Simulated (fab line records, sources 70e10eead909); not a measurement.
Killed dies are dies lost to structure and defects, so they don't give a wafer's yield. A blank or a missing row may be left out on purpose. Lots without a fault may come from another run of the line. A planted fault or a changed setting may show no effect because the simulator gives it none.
fab line records | flow nand_harc
record lots=6 wafers=18 last_day=32
route steps=1302 shown A_BLC@1133 A_M0@1137
lots that met no fault: from a run of the same line without faults
start_h: hours from the record's first day to the start of the lot's first wafer shown | wait_h: hours since the lot's step before | " the same as in the row above | L1.1+2: a row that stands for several wafers | - no value, or no start given | * or withheld: withheld | < > ~ a bound
route shown NAME@n: a module of which the file shows steps, and the number in the route of the first | usual: mean/standard deviation of fault-free wafers | same: alike in all rows | chamber/n: place in a boat | sites: the reading at each site | _std_site: their standard deviation | _edge_site: outer sites' mean less inner sites' | radius_mm: how far each site lies from the wafer's centre | mask NAME#n: copy n | behind: the tool/chamber that last shaped the wafer | hold: why the lot was held/for how many hours/how that ended | device: the transistor (n, p or np) that didn't switch | end of line: the same wafers' tests at the end of the route | a step without rows: its recipe alone | killed: dies lost to structure and defects at the first sort, not the wafer's yield | map: a wafer's dies, x killed, . not, _ none there
set.NAME: the setting as run; set.NAME@STEP: as run at that earlier step | model.NAME: the simulator's own value behind a step, which no gauge read
lots at some steps of the route; a table a step, a row a wafer
services: from which hour (start_h, from the record's first day; less than 0 if before it) a tool's chamber was out of use, for how many hours, and why
## steps
# step NHARC_A_BLC_CMP_25
# recipe t_overpolish_s=30 target_thk_nm=150
# usual motor_current_A=11.6/1.4 overpolish_run_s=30.000/0.0095 slurry_filter_dp_kPa=13.49/0.15 time_to_endpoint_s=30.2/3
# columns lot.wafer tool chamber start_h wait_h motor_current_A overpolish_run_s slurry_filter_dp_kPa time_to_endpoint_s
L266.2 cmp-02 1 521.48 0.5 12.5 30.007 13.63 33.2
L266.5 " 1 " " 12.2 30.011 13.46 33.1
L266.6 " 2 " " 11.0 30.000 13.60 30.7
L272.3 cmp-02 0 581.17 0.3 10.6 29.992 13.23 30.4
L272.2 " 1 " " 13.0 29.996 13.68 30.0
L272.5 " 3 " " 14.4 30.002 13.52 33.2
L273.3 cmp-04 3 607.90 0.3 10.3 29.989 13.52 25.0
L273.5 " 0 " " 11.0 29.996 13.34 30.6
L273.6 " 1 " " 11.7 30.010 13.54 30.7
L278.1 cmp-02 0 658.26 0.4 10.0 29.995 13.56 29.5
L278.3 " 1 " " 12.1 29.996 13.57 34.3
L278.5 " 3 " " 15.0 30.008 13.37 31.9
L285.4 cmp-03 0 706.15 0.2 10.8 30.007 13.35 30.4
L285.1 " 1 " " 11.2 30.009 13.27 32.4
L285.3 " 2 " " 10.5 29.987 13.33 32.1
L286.4 cmp-03 0 729.58 0.3 10.1 29.994 13.64 28.7
L286.1 " 2 " " 11.2 29.998 13.26 32.2
L286.5 " 0 " " 10.5 30.020 13.48 27.6
# step NHARC_A_BLC_SRD_27
# step NHARC_A_BLC_INSPECT_28
# usual raw_defect_count=532/140
# columns lot.wafer tool chamber start_h wait_h raw_defect_count
L266.2 defect_inspect-02 - 521.88 0.1 434
L266.5 " - " " 362
L266.6 " - " " 395
L272.2 defect_inspect-01 - 581.53 0.1 567
L272.3 " - " " 887
L272.5 " - " " 652
L273.3 defect_inspect-02 - 608.23 0.1 918
L273.5 " - " " 743
L273.6 " - " " 789
L278.1 defect_inspect-01 - 658.63 0.1 637
L278.3 " - " " 505
L278.5 " - " " 403
L285.1 defect_inspect-02 - 706.56 0.1 592
L285.3 " - " " 595
L285.4 " - " " 568
L286.1 defect_inspect-01 - 729.96 0.1 608
L286.4 " - " " 626
L286.5 " - " " 404
# step NHARC_A_M0_DEP_00
# recipe target_thk_a=1500 target_thk_nm=150 temp_c=withheld pressure_torr=5 flow_sccm=200 rf_w=600 material=SiOC
# step NHARC_A_M0_DEHYDRATE_01
# recipe temp_c=150 time_s=120
# step NHARC_A_M0_HMDS_02
# recipe time_s=30
# step NHARC_A_M0_COAT_33
# recipe temp_c=200 time_s=65
# step NHARC_A_M0_COAT_03
# recipe spin_rpm=1500 resist_thk_nm=90
# step NHARC_A_M0_SOFTBAKE_04
# recipe temp_c=105 time_s=55
# step NHARC_A_M0_EBR_05
# step NHARC_A_M0_EXPOSE_06
# recipe na=1.35 target_cd_nm=80 dose_mj=83.25 mask_id=A_M0
# step NHARC_A_M0_PEB_07
# recipe peb_temp_c=100 peb_time_s=65
# usual exhaust_pa=44.9/0.95 heater_power_total_W=156.6/0.41 plate_temp_C=100.00/0.14 resist_line_temp_C=22.98/0.11
# columns lot.wafer tool chamber start_h wait_h exhaust_pa heater_power_total_W plate_temp_C resist_line_temp_C
L266.2 litho_track-01 0 522.57 0.1 43.8 156.2 100.05 22.90
L266.5 " 0 " " 44.9 157.1 99.84 23.06
L266.6 " 0 " " 43.1 157.0 100.21 22.97
L272.2 litho_track-04 0 582.34 0.1 44.6 165.9 104.21 22.95
L272.3 " 0 " " 42.6 166.2 104.03 23.05
L272.5 " 0 " " 44.6 165.5 103.88 22.99
L273.3 litho_track-04 0 608.98 0.0 45.8 165.1 104.30 23.08
L273.5 " 0 " " 44.5 165.7 104.25 22.85
L273.6 " 0 " " 44.4 166.2 104.34 22.84
L278.1 litho_track-01 0 659.33 0.1 44.8 157.0 100.10 22.88
L278.3 " 0 " " 44.9 156.8 99.97 22.90
L278.5 " 0 " " 45.2 156.1 100.27 22.80
L285.1 litho_track-04 0 707.25 0.1 43.3 157.0 99.99 22.97
L285.3 " 0 " " 44.6 157.0 100.08 23.08
L285.4 " 0 " " 44.8 157.2 100.38 23.03
L286.1 litho_track-06 0 730.78 0.1 46.2 157.2 100.02 23.09
L286.4 " 0 " " 45.5 157.2 100.06 23.16
L286.5 " 0 " " 46.9 156.3 99.97 23.05
# step NHARC_A_M0_DEVELOP_08
# recipe develop_time_s=35 dev_temp_c=23
# step NHARC_A_M0_CD_MEAS_09
# recipe target_cd_nm=80 landing_energy_ev=500
# usual cd_nm=80.1/0.9
# columns lot.wafer tool chamber start_h wait_h cd_nm
L266.2 cd_sem-03 0 522.65 - 79.9
L266.5 " 0 " " 81.8
L266.6 " 0 " " 80.2
L272.2 cd_sem-02 0 582.42 - 96.4
L272.3 " 0 " " 95.4
L272.5 " 0 " " 94.9
L273.3 cd_sem-01 0 609.06 - 92.8
L273.5 " 0 " " 92.3
L273.6 " 0 " " 92.7
L278.1 cd_sem-03 0 659.41 - 79.5
L278.3 " 0 " " 81.6
L278.5 " 0 " " 80.7
L285.1 cd_sem-01 0 707.33 - 80.2
L285.3 " 0 " " 80.0
L285.4 " 0 " " 79.8
L286.1 cd_sem-02 0 730.86 - 79.7
L286.4 " 0 " " 78.8
L286.5 " 0 " " 79.3
# step NHARC_A_M0_OVL_MEAS_10
# recipe pitch_nm=160
# usual overlay_x_nm=0.1/0.85 overlay_y_nm=-0.2/0.98
# columns lot.wafer tool chamber start_h wait_h overlay_x_nm overlay_y_nm
L266.2 overlay-02 - 522.74 - 1.3 -0.9
L266.5 " - " " 1.6 -0.1
L266.6 " - " " 1.1 -0.8
L272.2 overlay-01 - 582.52 - 0.9 -0.7
L272.3 " - " " 0.7 -1.4
L272.5 " - " " 1.3 -1.6
L273.3 overlay-02 - 609.14 - -0.2 -1.1
L273.5 " - " " -0.3 -0.3
L273.6 " - " " -0.2 -0.1
L278.1 overlay-02 - 659.50 - 0.2 -2.5
L278.3 " - " " 0.0 -2.2
L278.5 " - " " 0.4 -2.0
L285.1 overlay-01 - 707.42 - 0.9 -1.2
L285.3 " - " " 1.1 -1.1
L285.4 " - " " 0.4 -0.1
L286.1 overlay-02 - 730.95 - 1.2 -0.8
L286.4 " - " " 1.3 -0.4
L286.5 " - " " 0.8 -1.0
# step NHARC_A_M0_INSPECT_11
# usual raw_defect_count=84/33
# columns lot.wafer tool chamber start_h wait_h raw_defect_count
L266.2 defect_inspect-01 - 522.78 0.0 51
L266.5 " - " " 64
L266.6 " - " " 58
L272.2 defect_inspect-02 - 582.56 0.0 122
L272.3 " - " " 128
L272.5 " - " " 115
L273.3 defect_inspect-01 - 609.18 0.0 88
L273.5 " - " " 77
L273.6 " - " " 74
L278.1 defect_inspect-01 - 659.53 0.0 56
L278.3 " - " " 72
L278.5 " - " " 57
L285.1 defect_inspect-01 - 707.45 0.0 81
L285.3 " - " " 98
L285.4 " - " " 105
L286.1 defect_inspect-01 - 730.98 0.0 94
L286.4 " - " " 77
L286.5 " - " " 73
# step NHARC_A_M0_DESCUM_14
# recipe time_s=3 o2_flow_sccm=200 ar_flow_sccm=0 bias_power_w=0 chemistry=O2
# usual drypump_motor_current_A=5.6/0.51 oes_product_au=0.999/0.015 rf_vpp_V=57.8/0.86 showerhead_plenum_p_Torr=1.91/0.074 throttle_valve_pct=11.310/0.0098
# same bias_power_w=0
# columns lot.wafer tool chamber start_h wait_h drypump_motor_current_A oes_product_au rf_hours_counter_h rf_vpp_V showerhead_plenum_p_Torr throttle_valve_pct model.A_M0.cd_nm
L266.2 rie_diel-05 3 522.84 0.1 6.4 0.990 5 58.2 2.05 11.326 81.27
L266.5 " 3 " " 6.4 0.991 - 57.5 2.05 11.328 82.86
L266.6 " 0 " " 5.0 0.998 - 57.9 1.91 11.299 79.95
L272.2 rie_diel-04 2 582.64 0.1 5.6 0.995 4 58.3 2.03 11.311 94.97
L272.3 " 3 " " 5.8 1.009 4 56.4 1.92 11.319 95.72
L272.5 " 1 " " 6.4 0.988 - 58.8 2.02 11.300 96.09
L273.3 rie_diel-04 2 609.24 0.1 5.6 0.976 5 58.2 2.03 11.309 91.88
L273.6 " 2 " " 5.6 0.983 - 58.3 2.03 11.315 91.84
L273.5 " 3 " " 5.8 1.002 - 59.0 1.92 11.317 92.46
L278.1 rie_diel-03 2 659.60 0.1 5.7 0.993 0 57.6 1.82 11.303 78.91
L278.3 " 3 " " 4.8 0.981 0 57.2 1.87 11.331 82.88
L278.5 " 1 " " 6.1 0.977 - 57.1 1.89 11.306 79.91
L285.3 rie_diel-04 1 707.51 0.1 6.3 0.987 10 58.5 2.02 11.303 81.05
L285.1 " 3 " " 5.8 1.017 11 57.0 1.91 11.307 80.46
L285.4 " 0 " " 5.8 1.006 11 56.1 1.85 11.313 79.62
L286.4 rie_diel-05 1 731.05 0.1 5.7 1.018 6 57.6 1.82 11.303 79.22
L286.1 " 3 " " 6.4 1.018 7 58.3 2.05 11.300 79.51
L286.5 " 1 " " 5.7 1.027 - 58.0 1.82 11.317 78.9
# step NHARC_A_M0_ETCH_34
# recipe target_depth_a=400 overetch_a=120 time_s=43.94 ion_energy_ev=200 n2_flow_sccm=150 h2_flow_sccm=150 ar_flow_sccm=0 rf_w=400 bias_w=150 chemistry=N2/H2
# usual bias_w=150.0/0.47 drypump_motor_current_A=5.6/0.51 oes_product_au=1.000/0.014 rf_vpp_V=430.5/2.3 showerhead_plenum_p_Torr=2.04/0.078 throttle_valve_pct=14.172/0.0095
# columns lot.wafer tool chamber start_h wait_h bias_w drypump_motor_current_A oes_product_au rf_hours_counter_h rf_vpp_V showerhead_plenum_p_Torr throttle_valve_pct
L266.2 rie_diel-05 0 522.94 0.1 150.5 5.0 1.001 5 430.5 2.03 14.167
L266.6 " 1 " " 150.1 5.6 1.007 - 426.7 1.94 14.182
L266.5 " 2 " " 150.2 5.2 0.996 - 431.8 2.09 14.179
L272.2 rie_diel-04 0 582.71 0.1 149.5 5.9 0.986 3 428.7 1.97 14.164
L272.3 " 1 " " 149.5 6.4 0.978 3 433.8 2.15 14.175
L272.5 " 3 " " 150.5 5.9 0.999 - 430.4 2.04 14.165
L273.3 rie_diel-04 2 609.34 0.1 150.2 5.7 0.990 5 433.2 2.16 14.172
L273.6 " 3 " " 150.1 5.9 1.010 - 429.8 2.04 14.179
L273.5 " 0 " " 149.8 5.8 1.015 - 429.8 1.97 14.179
L278.3 rie_diel-03 3 659.68 0.1 149.9 4.9 0.991 0 428.7 1.99 14.169
L278.1 " 0 " " 150.3 5.0 1.011 0 431.0 2.02 14.171
L278.5 " 3 " " 149.6 4.8 0.975 - 430.4 1.99 14.168
L285.4 rie_diel-04 3 707.60 0.1 150.1 5.8 1.012 11 429.6 2.04 14.161
L285.1 " 0 " " 149.8 5.8 1.017 11 429.6 1.97 14.160
L285.3 " 1 " " 150.8 6.4 0.981 10 434.7 2.15 14.172
L286.4 rie_diel-05 0 731.14 0.1 150.2 5.0 1.006 6 430.6 2.03 14.171
L286.1 " 1 " " 150.0 5.7 1.024 6 427.7 1.94 14.164
L286.5 " 3 " " 149.6 6.4 1.010 - 435.9 2.19 14.188
# step NHARC_A_M0_ETCH_15
# recipe target_depth_a=1500 overetch_a=150 time_s=82.5 c4f8_flow_sccm=withheld ar_flow_sccm=400 rf_w=600 bias_w=300 chemistry=C4F8/Ar
# usual bias_w=300.1/0.94 oes_product_au=0.949/0.025 rf_vpp_V=441.0/2.3
# columns lot.wafer tool chamber start_h wait_h bias_w oes_product_au rf_hours_counter_h rf_vpp_V model.A_M0.cd_nm
L266.2 rie_diel-05 2 - - 301.4 0.926 6 442.0 80.91
L266.5 " 2 " " 301.7 0.916 - 441.7 82.85
L266.6 " 3 " " 301.0 0.925 - 445.6 80.07
L272.2 rie_diel-04 3 - - 299.3 0.986 4 442.6 94.21
L272.3 " 0 " " 301.2 0.956 3 437.7 95.59
L272.5 " 3 " " 300.0 0.989 - 442.3 96.58
L273.3 rie_diel-04 3 - - 301.4 0.959 6 442.3 92.25
L273.6 " 3 " " 300.1 0.954 - 440.8 92.14
L273.5 " 0 " " 300.3 0.969 - 438.1 91.48
L278.3 rie_diel-03 1 - - 299.5 0.941 0 440.4 82.32
L278.1 " 3 " " 300.9 0.955 0 441.7 79.07
L278.5 " 0 " " 299.4 0.990 - 441.6 79.27
L285.1 rie_diel-04 1 - - 300.1 0.915 10 445.0 79.79
L285.3 " 3 " " 301.4 0.941 11 440.8 80.93
L285.4 " 0 " " 298.3 0.929 11 439.2 79.65
L286.1 rie_diel-05 3 - - 300.1 0.987 7 445.3 79.94
L286.4 " 0 " " 300.0 0.962 6 441.2 78.95
L286.5 " 2 " " 300.7 0.994 - 441.4 78.29
# step NHARC_A_M0_CD_MEAS_16
# usual cd_nm=80.0/1.4
# columns lot.wafer tool chamber start_h wait_h cd_nm
L266.2 cd_sem-03 - 523.14 - 80.8
L266.5 " - " " 83.2
L266.6 " - " " 80.1
L272.2 cd_sem-03 - 582.92 - 93.6
L272.3 " - " " 95.3
L272.5 " - " " 96.7
L273.3 cd_sem-03 - 609.55 - 92.4
L273.5 " - " " 91.5
L273.6 " - " " 92.0
L278.1 cd_sem-02 - 659.89 - 79.1
L278.3 " - " " 82.2
L278.5 " - " " 79.3
L285.1 cd_sem-03 - 707.81 - 79.5
L285.3 " - " " 80.7
L285.4 " - " " 79.3
L286.1 cd_sem-01 - 731.34 - 79.8
L286.4 " - " " 78.7
L286.5 " - " " 78.3
## services
# columns tool chamber start_h hours kind
litho_track-01 - 505.00 7.0 pm
rie_diel-05 3 510.21 2.0 repair
cmp-02 - 526.70 4.0 pm
rie_diel-04 - 531.90 9.0 pm
litho_track-04 - 553.00 7.0 pm
cmp-03 - 554.00 4.0 pm
rie_diel-05 - 583.60 9.0 pm
cmp-03 - 599.48 0.7 repair
cmp-02 - 624.70 4.0 pm
rie_diel-03 0 632.59 5.3 repair
rie_diel-03 - 635.30 9.0 pm
rie_diel-04 - 636.96 0.5 repair
cmp-03 - 652.00 4.0 pm
cmp-03 - 666.48 1.0 repair
rie_diel-05 3 673.86 6.8 repair
litho_track-01 - 680.00 7.0 pm
rie_diel-03 2 689.83 4.5 repair
rie_diel-03 2 704.33 26.0 repair
rie_diel-05 2 707.21 9.4 repair
rie_diel-03 3 707.34 3.8 repair
rie_diel-04 - 708.90 9.0 pm
rie_diel-03 - 717.10 0.8 repair
cmp-02 - 722.70 4.0 pm
litho_track-04 - 728.00 7.0 pm
## key
first_sign step=NHARC_A_M0_PEB_07 reading=plate_temp_C direction=up sigmas=31 usual=* struck=*
effect step=NHARC_A_M0_PEB_07 reading=heater_power_total_W direction=up sigmas=22 usual=* struck=*
effect step=NHARC_A_M0_CD_MEAS_09 reading=cd_nm direction=up sigmas=16 usual=80.1 struck=94.1 through=control_loop
effect step=NHARC_A_M0_CD_MEAS_16 reading=cd_nm direction=up sigmas=10 usual=80.0 struck=93.6 through=control_loop
model_effect step=NHARC_A_M0_DESCUM_14 value=A_M0.cd_nm without=80.51 struck=93.83
model_effect step=NHARC_A_M0_ETCH_15 value=A_M0.cd_nm without=80.39 struck=93.71
met_at NHARC_A_M0_PEB_07
struck_wafers L272.2,L272.3,L272.5,L273.3,L273.5,L273.6
later_rows_left_out L272.3,L272.5
sort_left_out L272.2,L272.3,L272.5,L273.3,L273.5,L273.6
loop_trim step=NHARC_A_M0_EXPOSE_06 setting=dose lots=L273
fault kind=process_parameter_drift tool=litho_track-04 chamber=- onset_h=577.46 steps=NHARC_A_M0_PEB_07 channel=peb_temp_c offset=* shape=step end_h=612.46 acts_in=* stated=*
# sort_left_out: the simulated sort isn't trusted on such a fault, so these wafers' sort isn't shown, and their yield isn't known
# later_rows_left_out: the simulator's readings of these wafers behind a module that went badly wrong aren't trusted and aren't shown, but for the sort
# loop_trim: a control loop set the setting to another value than it would have without faults
